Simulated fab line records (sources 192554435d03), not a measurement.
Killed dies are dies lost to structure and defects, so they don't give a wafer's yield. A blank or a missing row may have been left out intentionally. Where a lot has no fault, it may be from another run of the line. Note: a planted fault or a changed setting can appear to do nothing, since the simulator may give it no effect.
Matching of chambers	flow n5-finfet	pecvd-04 running N5_BEOL_M5_PECVD_70: 3 sister chambers
The step deposits SiO2 from TEOS/O2, target thk 16 nm, time 18 s. 3 wafers are shown with their chamber, then 9 later ones without.

## WAFERS PAIRED WITH THEIR CHAMBERS
wafer	chamber	throttle-valve-pct (%)
L090.4	0	21.0
L090.5	1	22.3
L090.6	2	22.2

## WAFERS WHOSE CHAMBER IS MISSING
wafer	throttle-valve-pct (%)
L091.2	20.9
L091.4	21.2
L091.6	22.3
L094.1	21.1
L094.4	22.3
L094.5	22.5
L095.2	22.8
L095.5	22.2
L095.6	22.4

## EACH ONE'S CHAMBER
wafer	from the rows above	in truth
L091.2	0	0
L091.4	0	0
L091.6	can't be placed: 1 or 2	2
L094.1	0	0
L094.4	can't be placed: 1 or 2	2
L094.5	can't be placed: 1 or 2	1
L095.2	can't be placed: 1 or 2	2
L095.5	can't be placed: 2 or 1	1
L095.6	can't be placed: 1 or 2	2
Correct placement for 3 of the 9. Cannot be placed on the basis of these rows: 6; the candidates contain the true chamber in 6. 0 placed wrongly.
How it was worked out, from the rows above alone: a wafer's distance from a chamber is the root of the sum, over the readings, of the square of ((its reading less the chamber's mean) divided by the reading's scatter). If the next closest chamber is less than 2 further off than the closest, the wafer can't be placed; otherwise it belongs to the closest. Each chamber's mean is taken over the wafers shown for it. The scatter (one wafer shown for each chamber): square how far every hidden wafer sits from the nearest shown wafer, average those squares and take the square root.
